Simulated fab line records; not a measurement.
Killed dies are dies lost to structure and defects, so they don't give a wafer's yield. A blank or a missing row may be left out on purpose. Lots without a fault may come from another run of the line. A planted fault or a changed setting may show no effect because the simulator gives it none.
fab line records :: flow nand_harc
record:
  lots: 7
  wafers: 18
  last_day: 35
route steps=1302 shown A_ONON_D2@548 END@1302
lots that met no fault: taken from a fault-free run of the same line
start_h: start of the lot's first displayed wafer, in hours after the record's first day :: wait_h: how many hours have passed since the lot's step before this one :: " the same as in the row above :: L1.1+2: a single row standing in for several wafers :: - no value, or no start given :: * or withheld: withheld :: < > ~ a bound
route shown NAME@n: a module of which the file shows steps, and the number in the route of the first :: usual: the fault-free wafers' mean and standard deviation :: same: alike in all rows :: chamber/n: place in a boat :: sites: per-site readings :: _std_site: how widely they spread, as a standard deviation :: _edge_site: outer sites' mean less inner sites' :: radius_mm: for every site, how far away it sits from the centre of the wafer :: mask NAME#n: copy n :: behind: the last tool/chamber to shape the wafer :: hold: what put the lot on hold/how long, in hours/how the hold closed :: device: the n, p or np transistor that did not switch :: end of line: the route-end tests of the same wafers :: a step given without rows: its recipe and nothing more :: killed: dies lost to structure and defects at the first sort, not the wafer's yield :: map: shows each die of a wafer: x if killed, . if not, _ if none is there
set.NAME: the setting that was run; set.NAME@STEP: the one run at that earlier step :: model.NAME: the simulator's own value behind a step, which no gauge read
a table for each step, a row for each wafer; lots at some steps of the route
services: when a tool's chamber went out of use (start_h, in hours from the record's first day, below 0 if earlier), for how many hours, and the reason
== steps ==
step: NHARC_A_ONON_D2_THK_MEAS_05
recipe:
  thk_meas_gauge: ellipsometry
usual:
  thk_nm: 1005/8.2
lot.wafer: L529.1
tool: film_metro-02
chamber: -
start_h: 299.71
wait_h: -
thk_nm: 1017

lot.wafer: L529.3
tool: film_metro-02
chamber: -
start_h: 299.71
wait_h: -
thk_nm: 1014

lot.wafer: L529.6
tool: film_metro-02
chamber: -
start_h: 299.71
wait_h: -
thk_nm: 1016

lot.wafer: L537.1
tool: film_metro-01
chamber: -
start_h: 379.24
wait_h: -
thk_nm: 1005

lot.wafer: L537.3
tool: film_metro-01
chamber: -
start_h: 379.24
wait_h: -
thk_nm: 1006

lot.wafer: L537.5
tool: film_metro-01
chamber: -
start_h: 379.24
wait_h: -
thk_nm: 1005

lot.wafer: L539.1
tool: film_metro-02
chamber: -
start_h: 388.68
wait_h: -
thk_nm: 1002

lot.wafer: L539.4
tool: film_metro-02
chamber: -
start_h: 388.68
wait_h: -
thk_nm: 1000

lot.wafer: L539.6
tool: film_metro-02
chamber: -
start_h: 388.68
wait_h: -
thk_nm: 1001

lot.wafer: L543.2
tool: film_metro-02
chamber: -
start_h: 432.20
wait_h: -
thk_nm: 1016

lot.wafer: L543.5
tool: film_metro-02
chamber: -
start_h: 432.20
wait_h: -
thk_nm: 1016

lot.wafer: L544.2
tool: film_metro-02
chamber: -
start_h: 443.21
wait_h: -
thk_nm: 998

lot.wafer: L544.3
tool: film_metro-02
chamber: -
start_h: 443.21
wait_h: -
thk_nm: 997

lot.wafer: L546.2
tool: film_metro-02
chamber: -
start_h: 463.58
wait_h: -
thk_nm: 1004

lot.wafer: L546.5
tool: film_metro-02
chamber: -
start_h: 463.58
wait_h: -
thk_nm: 1004

lot.wafer: L550.1
tool: film_metro-02
chamber: -
start_h: 503.02
wait_h: -
thk_nm: 1007

lot.wafer: L550.5
tool: film_metro-02
chamber: -
start_h: 503.02
wait_h: -
thk_nm: 1007

lot.wafer: L550.6
tool: film_metro-02
chamber: -
start_h: 503.02
wait_h: -
thk_nm: 1007
step: NHARC_A_ONON_D2_DEP_06
recipe:
  target_thk_a: 10000
  n2_flow_sccm: 2750
  n2o_flow_sccm: 2000
  nh3_flow_sccm: 500
  sih4_flow_sccm: 210
  temp_c: 400
step: NHARC_A_ONON_D2_THK_MEAS_08
recipe:
  thk_meas_gauge: ellipsometry
usual:
  thk_nm: 1003/11
lot.wafer: L529.1
tool: film_metro-02
chamber: -
start_h: 300.27
wait_h: -
thk_nm: 983

lot.wafer: L529.3
tool: film_metro-02
chamber: -
start_h: 300.27
wait_h: -
thk_nm: 982

lot.wafer: L529.6
tool: film_metro-02
chamber: -
start_h: 300.27
wait_h: -
thk_nm: 983

lot.wafer: L537.1
tool: film_metro-01
chamber: -
start_h: 379.81
wait_h: -
thk_nm: 1015

lot.wafer: L537.3
tool: film_metro-01
chamber: -
start_h: 379.81
wait_h: -
thk_nm: 1016

lot.wafer: L537.5
tool: film_metro-01
chamber: -
start_h: 379.81
wait_h: -
thk_nm: 1016

lot.wafer: L539.1
tool: film_metro-01
chamber: -
start_h: 389.25
wait_h: -
thk_nm: 1015

lot.wafer: L539.4
tool: film_metro-01
chamber: -
start_h: 389.25
wait_h: -
thk_nm: 1013

lot.wafer: L539.6
tool: film_metro-01
chamber: -
start_h: 389.25
wait_h: -
thk_nm: 1015

lot.wafer: L543.2
tool: film_metro-02
chamber: -
start_h: 432.77
wait_h: -
thk_nm: 1000

lot.wafer: L543.5
tool: film_metro-02
chamber: -
start_h: 432.77
wait_h: -
thk_nm: 999

lot.wafer: L544.2
tool: film_metro-01
chamber: -
start_h: 443.78
wait_h: -
thk_nm: 1001

lot.wafer: L544.3
tool: film_metro-01
chamber: -
start_h: 443.78
wait_h: -
thk_nm: 1003

lot.wafer: L546.2
tool: film_metro-02
chamber: -
start_h: 464.14
wait_h: -
thk_nm: 1010

lot.wafer: L546.5
tool: film_metro-02
chamber: -
start_h: 464.14
wait_h: -
thk_nm: 1009

lot.wafer: L550.1
tool: film_metro-02
chamber: -
start_h: 503.72
wait_h: -
thk_nm: 1009

lot.wafer: L550.5
tool: film_metro-02
chamber: -
start_h: 503.72
wait_h: -
thk_nm: 1009

lot.wafer: L550.6
tool: film_metro-02
chamber: -
start_h: 503.72
wait_h: -
thk_nm: 1009
step: NHARC_A_ONON_D2_DEP_09
recipe:
  target_thk_a: 10000
  n2_flow_sccm: 2750
  n2o_flow_sccm: 2000
  nh3_flow_sccm: 500
  sih4_flow_sccm: 210
  temp_c: 400
step: NHARC_A_ONON_D2_THK_MEAS_11
recipe:
  thk_meas_gauge: ellipsometry
usual:
  thk_nm: 1001/9.2
lot.wafer: L529.1
tool: film_metro-02
chamber: -
start_h: 300.84
wait_h: -
thk_nm: 1003

lot.wafer: L529.3
tool: film_metro-02
chamber: -
start_h: 300.84
wait_h: -
thk_nm: 1002

lot.wafer: L529.6
tool: film_metro-02
chamber: -
start_h: 300.84
wait_h: -
thk_nm: 1004

lot.wafer: L537.1
tool: film_metro-01
chamber: -
start_h: 380.38
wait_h: -
thk_nm: 1008

lot.wafer: L537.3
tool: film_metro-01
chamber: -
start_h: 380.38
wait_h: -
thk_nm: 1008

lot.wafer: L537.5
tool: film_metro-01
chamber: -
start_h: 380.38
wait_h: -
thk_nm: 1007

lot.wafer: L539.1
tool: film_metro-02
chamber: -
start_h: 389.81
wait_h: -
thk_nm: 1007

lot.wafer: L539.4
tool: film_metro-02
chamber: -
start_h: 389.81
wait_h: -
thk_nm: 1008

lot.wafer: L539.6
tool: film_metro-02
chamber: -
start_h: 389.81
wait_h: -
thk_nm: 1005

lot.wafer: L543.2
tool: film_metro-01
chamber: -
start_h: 433.34
wait_h: -
thk_nm: 998

lot.wafer: L543.5
tool: film_metro-01
chamber: -
start_h: 433.34
wait_h: -
thk_nm: 997

lot.wafer: L544.2
tool: film_metro-01
chamber: -
start_h: 444.34
wait_h: -
thk_nm: 996

lot.wafer: L544.3
tool: film_metro-01
chamber: -
start_h: 444.34
wait_h: -
thk_nm: 995

lot.wafer: L546.2
tool: film_metro-02
chamber: -
start_h: 464.71
wait_h: -
thk_nm: 994

lot.wafer: L546.5
tool: film_metro-02
chamber: -
start_h: 464.71
wait_h: -
thk_nm: 996

lot.wafer: L550.1
tool: film_metro-02
chamber: -
start_h: 504.65
wait_h: -
thk_nm: 1001

lot.wafer: L550.5
tool: film_metro-02
chamber: -
start_h: 504.65
wait_h: -
thk_nm: 999

lot.wafer: L550.6
tool: film_metro-02
chamber: -
start_h: 504.65
wait_h: -
thk_nm: 999
step: NHARC_A_ONON_D2_DEP_12
recipe:
  target_thk_a: 10000
  n2_flow_sccm: 2750
  n2o_flow_sccm: 2000
  nh3_flow_sccm: 500
  sih4_flow_sccm: 210
  temp_c: 400
step: NHARC_A_ONON_D2_THK_MEAS_14
recipe:
  thk_meas_gauge: ellipsometry
usual:
  thk_nm: 1001/6.7
lot.wafer: L529.1
tool: film_metro-02
chamber: -
start_h: 301.40
wait_h: -
thk_nm: 1012

lot.wafer: L529.3
tool: film_metro-02
chamber: -
start_h: 301.40
wait_h: -
thk_nm: 1012

lot.wafer: L529.6
tool: film_metro-02
chamber: -
start_h: 301.40
wait_h: -
thk_nm: 1012

lot.wafer: L537.1
tool: film_metro-01
chamber: -
start_h: 380.94
wait_h: -
thk_nm: 1013

lot.wafer: L537.3
tool: film_metro-01
chamber: -
start_h: 380.94
wait_h: -
thk_nm: 1010

lot.wafer: L537.5
tool: film_metro-01
chamber: -
start_h: 380.94
wait_h: -
thk_nm: 1014

lot.wafer: L539.1
tool: film_metro-02
chamber: -
start_h: 390.38
wait_h: -
thk_nm: 995

lot.wafer: L539.4
tool: film_metro-02
chamber: -
start_h: 390.38
wait_h: -
thk_nm: 994

lot.wafer: L539.6
tool: film_metro-02
chamber: -
start_h: 390.38
wait_h: -
thk_nm: 994

lot.wafer: L543.2
tool: film_metro-01
chamber: -
start_h: 433.91
wait_h: -
thk_nm: 990

lot.wafer: L543.5
tool: film_metro-01
chamber: -
start_h: 433.91
wait_h: -
thk_nm: 992

lot.wafer: L544.2
tool: film_metro-01
chamber: -
start_h: 444.91
wait_h: -
thk_nm: 1000

lot.wafer: L544.3
tool: film_metro-01
chamber: -
start_h: 444.91
wait_h: -
thk_nm: 998

lot.wafer: L546.2
tool: film_metro-02
chamber: -
start_h: 465.27
wait_h: -
thk_nm: 992

lot.wafer: L546.5
tool: film_metro-02
chamber: -
start_h: 465.27
wait_h: -
thk_nm: 994

lot.wafer: L550.1
tool: film_metro-02
chamber: -
start_h: 505.47
wait_h: -
thk_nm: 1006

lot.wafer: L550.5
tool: film_metro-02
chamber: -
start_h: 505.47
wait_h: -
thk_nm: 1004

lot.wafer: L550.6
tool: film_metro-02
chamber: -
start_h: 505.47
wait_h: -
thk_nm: 1004
step: NHARC_A_ONON_D2_ANNEAL_15
recipe:
  temp_c: 750
  time_s: 3600
step: NHARC_A_ONON_D2_DEP_16
recipe:
  target_thk_a: 10000
  n2_flow_sccm: 2750
  n2o_flow_sccm: 2000
  nh3_flow_sccm: 500
  sih4_flow_sccm: 210
  temp_c: 400
step: NHARC_A_ONON_D2_THK_MEAS_18
recipe:
  thk_meas_gauge: ellipsometry
usual:
  thk_nm: 1000/13
lot.wafer: L529.1
tool: film_metro-02
chamber: -
start_h: 309.15
wait_h: -
thk_nm: 990

lot.wafer: L529.3
tool: film_metro-02
chamber: -
start_h: 309.15
wait_h: -
thk_nm: 991

lot.wafer: L529.6
tool: film_metro-02
chamber: -
start_h: 309.15
wait_h: -
thk_nm: 992

lot.wafer: L537.1
tool: film_metro-02
chamber: -
start_h: 388.20
wait_h: -
thk_nm: 1002

lot.wafer: L537.3
tool: film_metro-02
chamber: -
start_h: 388.20
wait_h: -
thk_nm: 1000

lot.wafer: L537.5
tool: film_metro-02
chamber: -
start_h: 388.20
wait_h: -
thk_nm: 1002

lot.wafer: L539.1
tool: film_metro-01
chamber: -
start_h: 397.90
wait_h: -
thk_nm: 1002

lot.wafer: L539.4
tool: film_metro-01
chamber: -
start_h: 397.90
wait_h: -
thk_nm: 1000

lot.wafer: L539.6
tool: film_metro-01
chamber: -
start_h: 397.90
wait_h: -
thk_nm: 1003

lot.wafer: L543.2
tool: film_metro-01
chamber: -
start_h: 443.41
wait_h: -
thk_nm: 980

lot.wafer: L543.5
tool: film_metro-01
chamber: -
start_h: 443.41
wait_h: -
thk_nm: 979

lot.wafer: L544.2
tool: film_metro-02
chamber: -
start_h: 452.33
wait_h: -
thk_nm: 1002

lot.wafer: L544.3
tool: film_metro-02
chamber: -
start_h: 452.33
wait_h: -
thk_nm: 1001

lot.wafer: L546.2
tool: film_metro-01
chamber: -
start_h: 472.45
wait_h: -
thk_nm: 1017

lot.wafer: L546.5
tool: film_metro-01
chamber: -
start_h: 472.45
wait_h: -
thk_nm: 1017

lot.wafer: L550.1
tool: film_metro-02
chamber: -
start_h: 514.77
wait_h: -
thk_nm: 1010

lot.wafer: L550.5
tool: film_metro-02
chamber: -
start_h: 514.77
wait_h: -
thk_nm: 1009

lot.wafer: L550.6
tool: film_metro-02
chamber: -
start_h: 514.77
wait_h: -
thk_nm: 1011
step: NHARC_A_ONON_D2_DEP_19
recipe:
  target_thk_a: 10000
  n2_flow_sccm: 2750
  n2o_flow_sccm: 2000
  nh3_flow_sccm: 500
  sih4_flow_sccm: 210
  temp_c: 400
step: NHARC_A_ONON_D2_THK_MEAS_21
recipe:
  thk_meas_gauge: ellipsometry
usual:
  thk_nm: 998/12
lot.wafer: L529.1
tool: film_metro-01
chamber: -
start_h: 309.72
wait_h: -
thk_nm: 999

lot.wafer: L529.3
tool: film_metro-01
chamber: -
start_h: 309.72
wait_h: -
thk_nm: 1001

lot.wafer: L529.6
tool: film_metro-01
chamber: -
start_h: 309.72
wait_h: -
thk_nm: 1002

lot.wafer: L537.1
tool: film_metro-01
chamber: -
start_h: 388.83
wait_h: -
thk_nm: 1000

lot.wafer: L537.3
tool: film_metro-01
chamber: -
start_h: 388.83
wait_h: -
thk_nm: 1000

lot.wafer: L537.5
tool: film_metro-01
chamber: -
start_h: 388.83
wait_h: -
thk_nm: 998

lot.wafer: L539.1
tool: film_metro-01
chamber: -
start_h: 398.46
wait_h: -
thk_nm: 1004

lot.wafer: L539.4
tool: film_metro-01
chamber: -
start_h: 398.46
wait_h: -
thk_nm: 1003

lot.wafer: L539.6
tool: film_metro-01
chamber: -
start_h: 398.46
wait_h: -
thk_nm: 1005

lot.wafer: L543.2
tool: film_metro-02
chamber: -
start_h: 443.98
wait_h: -
thk_nm: 1005

lot.wafer: L543.5
tool: film_metro-02
chamber: -
start_h: 443.98
wait_h: -
thk_nm: 1007

lot.wafer: L544.2
tool: film_metro-01
chamber: -
start_h: 452.89
wait_h: -
thk_nm: 980

lot.wafer: L544.3
tool: film_metro-01
chamber: -
start_h: 452.89
wait_h: -
thk_nm: 978

lot.wafer: L546.2
tool: film_metro-02
chamber: -
start_h: 473.01
wait_h: -
thk_nm: 994

lot.wafer: L546.5
tool: film_metro-02
chamber: -
start_h: 473.01
wait_h: -
thk_nm: 995

lot.wafer: L550.1
tool: film_metro-01
chamber: -
start_h: 515.34
wait_h: -
thk_nm: 999

lot.wafer: L550.5
tool: film_metro-01
chamber: -
start_h: 515.34
wait_h: -
thk_nm: 998

lot.wafer: L550.6
tool: film_metro-01
chamber: -
start_h: 515.34
wait_h: -
thk_nm: 1000
step: NHARC_A_ONON_D2_DEP_22
recipe:
  target_thk_a: 10000
  n2_flow_sccm: 2750
  n2o_flow_sccm: 2000
  nh3_flow_sccm: 500
  sih4_flow_sccm: 210
  temp_c: 400
usual:
  susceptor_temp_C: 400.03/0.18
lot.wafer: L529.1
tool: pecvd_onon-01
chamber: 0
start_h: 309.77
wait_h: 0.1
susceptor_temp_C: 400.00

lot.wafer: L529.3
tool: pecvd_onon-01
chamber: 0
start_h: 309.77
wait_h: 0.1
susceptor_temp_C: 400.09

lot.wafer: L529.6
tool: pecvd_onon-01
chamber: 0
start_h: 309.77
wait_h: 0.1
susceptor_temp_C: 399.94

lot.wafer: L537.1
tool: pecvd_onon-04
chamber: 0
start_h: 388.89
wait_h: 0.1
susceptor_temp_C: 399.78

lot.wafer: L537.3
tool: pecvd_onon-04
chamber: 0
start_h: 388.89
wait_h: 0.1
susceptor_temp_C: 399.94

lot.wafer: L537.5
tool: pecvd_onon-04
chamber: 0
start_h: 388.89
wait_h: 0.1
susceptor_temp_C: 399.89

lot.wafer: L539.1
tool: pecvd_onon-04
chamber: 0
start_h: 398.52
wait_h: 0.1
susceptor_temp_C: 400.08

lot.wafer: L539.4
tool: pecvd_onon-04
chamber: 0
start_h: 398.52
wait_h: 0.1
susceptor_temp_C: 399.81

lot.wafer: L539.6
tool: pecvd_onon-04
chamber: 0
start_h: 398.52
wait_h: 0.1
susceptor_temp_C: 399.99

lot.wafer: L543.2
tool: pecvd_onon-04
chamber: 0
start_h: 444.09
wait_h: 0.1
susceptor_temp_C: 399.99

lot.wafer: L543.5
tool: pecvd_onon-04
chamber: 0
start_h: 444.09
wait_h: 0.1
susceptor_temp_C: 400.03

lot.wafer: L544.2
tool: pecvd_onon-04
chamber: 0
start_h: 453.00
wait_h: 0.1
susceptor_temp_C: 399.95

lot.wafer: L544.3
tool: pecvd_onon-04
chamber: 0
start_h: 453.00
wait_h: 0.1
susceptor_temp_C: 399.95

lot.wafer: L546.2
tool: pecvd_onon-04
chamber: 0
start_h: 473.13
wait_h: 0.1
susceptor_temp_C: 400.10

lot.wafer: L546.5
tool: pecvd_onon-04
chamber: 0
start_h: 473.13
wait_h: 0.1
susceptor_temp_C: 400.06

lot.wafer: L550.1
tool: pecvd_onon-02
chamber: 0
start_h: 515.39
wait_h: 0.1
susceptor_temp_C: 400.09

lot.wafer: L550.5
tool: pecvd_onon-02
chamber: 0
start_h: 515.39
wait_h: 0.1
susceptor_temp_C: 400.31

lot.wafer: L550.6
tool: pecvd_onon-02
chamber: 0
start_h: 515.39
wait_h: 0.1
susceptor_temp_C: 399.82
step: NHARC_A_ONON_D2_THK_MEAS_24
recipe:
  thk_meas_gauge: ellipsometry
usual:
  thk_nm: 1001/9.3
lot.wafer: L529.1
tool: film_metro-02
chamber: -
start_h: 310.28
wait_h: -
thk_nm: 1012

lot.wafer: L529.3
tool: film_metro-02
chamber: -
start_h: 310.28
wait_h: -
thk_nm: 1014

lot.wafer: L529.6
tool: film_metro-02
chamber: -
start_h: 310.28
wait_h: -
thk_nm: 1013

lot.wafer: L537.1
tool: film_metro-02
chamber: -
start_h: 389.40
wait_h: -
thk_nm: 1009

lot.wafer: L537.3
tool: film_metro-02
chamber: -
start_h: 389.40
wait_h: -
thk_nm: 1007

lot.wafer: L537.5
tool: film_metro-02
chamber: -
start_h: 389.40
wait_h: -
thk_nm: 1006

lot.wafer: L539.1
tool: film_metro-01
chamber: -
start_h: 399.03
wait_h: -
thk_nm: 1001

lot.wafer: L539.4
tool: film_metro-01
chamber: -
start_h: 399.03
wait_h: -
thk_nm: 1000

lot.wafer: L539.6
tool: film_metro-01
chamber: -
start_h: 399.03
wait_h: -
thk_nm: 1000

lot.wafer: L543.2
tool: film_metro-02
chamber: -
start_h: 444.54
wait_h: -
thk_nm: 984

lot.wafer: L543.5
tool: film_metro-02
chamber: -
start_h: 444.54
wait_h: -
thk_nm: 1200

lot.wafer: L544.2
tool: film_metro-02
chamber: -
start_h: 453.46
wait_h: -
thk_nm: 1011

lot.wafer: L544.3
tool: film_metro-02
chamber: -
start_h: 453.46
wait_h: -
thk_nm: 1225

lot.wafer: L546.2
tool: film_metro-01
chamber: -
start_h: 473.58
wait_h: -
thk_nm: 991

lot.wafer: L546.5
tool: film_metro-01
chamber: -
start_h: 473.58
wait_h: -
thk_nm: 1208

lot.wafer: L550.1
tool: film_metro-02
chamber: -
start_h: 515.91
wait_h: -
thk_nm: 989

lot.wafer: L550.5
tool: film_metro-02
chamber: -
start_h: 515.91
wait_h: -
thk_nm: 990

lot.wafer: L550.6
tool: film_metro-02
chamber: -
start_h: 515.91
wait_h: -
thk_nm: 988
step: NHARC_A_ONON_D2_DEP_25
recipe:
  target_thk_a: 10000
  n2_flow_sccm: 2750
  n2o_flow_sccm: 2000
  nh3_flow_sccm: 500
  sih4_flow_sccm: 210
  temp_c: 400
step: NHARC_END_SORT_01
recipe:
  temp_c: 25
usual:
  killed_at_array: 62/22
  killed_at_other: 1.0/1.4
  killed_at_periphery: 4.2/2.8
  killed_dies: 67/23
  killed_open: 3.1/1.7
  killed_short: 2.1/1.5
same:
  gross_dies: 677
lot.wafer: L543.5
tool: prober-02
chamber: 0
start_h: 720.81
wait_h: 3.7
killed_at_array: 666
killed_at_other: 2
killed_at_periphery: 9
killed_dies: 677
killed_open: 1
killed_short: 2

lot.wafer: L544.3
tool: prober-01
chamber: 0
start_h: 733.22
wait_h: 3.1
killed_at_array: 674
killed_at_other: 0
killed_at_periphery: 3
killed_dies: 677
killed_open: 1
killed_short: 2

lot.wafer: L546.5
tool: prober-02
chamber: 0
start_h: 777.08
wait_h: 3.6
killed_at_array: 665
killed_at_other: 5
killed_at_periphery: 7
killed_dies: 677
killed_open: 4
killed_short: 4
killed by level:class
L543.5 A_ONON_D2:area_dep=622 A_CHANNEL_HOLE_D1:chamber_film_flake=25 A_CONTACT:chamber_film_flake=10 P_GATE:chamber_film_flake=4 A_SLIT:chamber_film_flake=3 P_STI:chamber_film_flake=2 THIN_TSV:chamber_film_flake=2 P_CONTACT:chamber_film_flake=2
L544.3 A_ONON_D2:area_dep=652 A_CHANNEL_HOLE_D1:chamber_film_flake=8 A_STAIRCASE:chamber_film_flake=6 P_ZERO_WELL:chamber_film_flake=2 A_CHANNEL_FILL_D1:chamber_film_flake=2 P_GATE:geometric_particle:open=1 A_DECK1_JOINT:geometric_particle:short=1 A_M0:geometric_particle:short=1
L546.5 A_ONON_D2:area_dep=607 A_CHANNEL_HOLE_D2:chamber_film_flake=27 A_CHANNEL_HOLE_D1:chamber_film_flake=12 A_SLIT:chamber_film_flake=6 THIN_TSV:chamber_film_flake=5 A_ONON_D2:geometric_particle:open=2 P_ZERO_WELL:chamber_film_flake=2 A_ZERO_WELL:chamber_film_flake=2
map L543.5 (x killed, . not)
____________x____________
_________xxxxxxx_________
_______xxxxxxxxxxx_______
______xxxxxxxxxxxxx______
_____xxxxxxxxxxxxxxx_____
____xxxxxxxxxxxxxxxxx____
____xxxxxxxxxxxxxxxxx____
___xxxxxxxxxxxxxxxxxxx___
___xxxxxxxxxxxxxxxxxxx___
__xxxxxxxxxxxxxxxxxxxxx__
__xxxxxxxxxxxxxxxxxxxxx__
_xxxxxxxxxxxxxxxxxxxxxxx_
_xxxxxxxxxxxxxxxxxxxxxxx_
_xxxxxxxxxxxxxxxxxxxxxxx_
_xxxxxxxxxxxxxxxxxxxxxxx_
_xxxxxxxxxxxxxxxxxxxxxxx_
xxxxxxxxxxxxxxxxxxxxxxxxx
xxxxxxxxxxxxxxxxxxxxxxxxx
xxxxxxxxxxxxxxxxxxxxxxxxx
xxxxxxxxxxxxxxxxxxxxxxxxx
xxxxxxxxxxxxxxxxxxxxxxxxx
_xxxxxxxxxxxxxxxxxxxxxxx_
_xxxxxxxxxxxxxxxxxxxxxxx_
_xxxxxxxxxxxxxxxxxxxxxxx_
_xxxxxxxxxxxxxxxxxxxxxxx_
_xxxxxxxxxxxxxxxxxxxxxxx_
__xxxxxxxxxxxxxxxxxxxxx__
__xxxxxxxxxxxxxxxxxxxxx__
___xxxxxxxxxxxxxxxxxxx___
___xxxxxxxxxxxxxxxxxxx___
____xxxxxxxxxxxxxxxxx____
____xxxxxxxxxxxxxxxxx____
_____xxxxxxxxxxxxxxx_____
______xxxxxxxxxxxxx______
_______xxxxxxxxxxx_______
_________xxxxxxx_________
____________x____________
map L544.3 (x killed, . not)
____________x____________
_________xxxxxxx_________
_______xxxxxxxxxxx_______
______xxxxxxxxxxxxx______
_____xxxxxxxxxxxxxxx_____
____xxxxxxxxxxxxxxxxx____
____xxxxxxxxxxxxxxxxx____
___xxxxxxxxxxxxxxxxxxx___
___xxxxxxxxxxxxxxxxxxx___
__xxxxxxxxxxxxxxxxxxxxx__
__xxxxxxxxxxxxxxxxxxxxx__
_xxxxxxxxxxxxxxxxxxxxxxx_
_xxxxxxxxxxxxxxxxxxxxxxx_
_xxxxxxxxxxxxxxxxxxxxxxx_
_xxxxxxxxxxxxxxxxxxxxxxx_
_xxxxxxxxxxxxxxxxxxxxxxx_
xxxxxxxxxxxxxxxxxxxxxxxxx
xxxxxxxxxxxxxxxxxxxxxxxxx
xxxxxxxxxxxxxxxxxxxxxxxxx
xxxxxxxxxxxxxxxxxxxxxxxxx
xxxxxxxxxxxxxxxxxxxxxxxxx
_xxxxxxxxxxxxxxxxxxxxxxx_
_xxxxxxxxxxxxxxxxxxxxxxx_
_xxxxxxxxxxxxxxxxxxxxxxx_
_xxxxxxxxxxxxxxxxxxxxxxx_
_xxxxxxxxxxxxxxxxxxxxxxx_
__xxxxxxxxxxxxxxxxxxxxx__
__xxxxxxxxxxxxxxxxxxxxx__
___xxxxxxxxxxxxxxxxxxx___
___xxxxxxxxxxxxxxxxxxx___
____xxxxxxxxxxxxxxxxx____
____xxxxxxxxxxxxxxxxx____
_____xxxxxxxxxxxxxxx_____
______xxxxxxxxxxxxx______
_______xxxxxxxxxxx_______
_________xxxxxxx_________
____________x____________
== services ==
tool: pecvd_onon-02
chamber: -
start_h: 309.62
hours: 2.4
kind: repair

tool: pecvd_onon-04
chamber: -
start_h: 311.39
hours: 13.0
kind: pm

tool: pecvd_onon-02
chamber: -
start_h: 366.51
hours: 13.0
kind: pm

tool: pecvd_onon-01
chamber: -
start_h: 439.15
hours: 2.5
kind: repair

tool: pecvd_onon-01
chamber: -
start_h: 450.00
hours: 13.0
kind: pm

tool: pecvd_onon-04
chamber: -
start_h: 492.39
hours: 13.0
kind: pm
== key ==
first_sign:
  step: NHARC_A_ONON_D2_THK_MEAS_24
  reading: thk_nm
  direction: up
  sigmas: 23
  usual: 1001
  struck: 1211
effect:
  step: NHARC_END_SORT_01
  reading: killed_at_array
  direction: up
  sigmas: 27
  usual: 62
  struck: 668
more_kills_born_at:
  NHARC_A_ONON_D2_DEP_22@pecvd_onon-04: 1881
met_at NHARC_A_ONON_D2_DEP_22
struck_wafers L543.5,L544.3,L546.5
later_rows_left_out L543.5,L544.3,L546.5
tester_left_out L543,L544,L546
onset_between 398.52 444.09
fault:
  kind: process_parameter_drift
  tool: pecvd_onon-04
  chamber: -
  onset_h: 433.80
  steps: NHARC_A_ONON_D2_DEP_22
  channel: target_thk_a
  offset: *
  shape: step
  end_h: 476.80
  scope: struck_wafers_only
  acts_in: *
  stated: *
tester_left_out: of these lots the tester's yield and bins aren't shown, on N5 and GAA mostly nor the transistor test; their killed dies are dies lost to structure and defects alone, not to doping, threshold or leakage, so they don't give the yield
later_rows_left_out: the simulator's readings of these wafers behind a module that went badly wrong aren't trusted and aren't shown, but for the sort
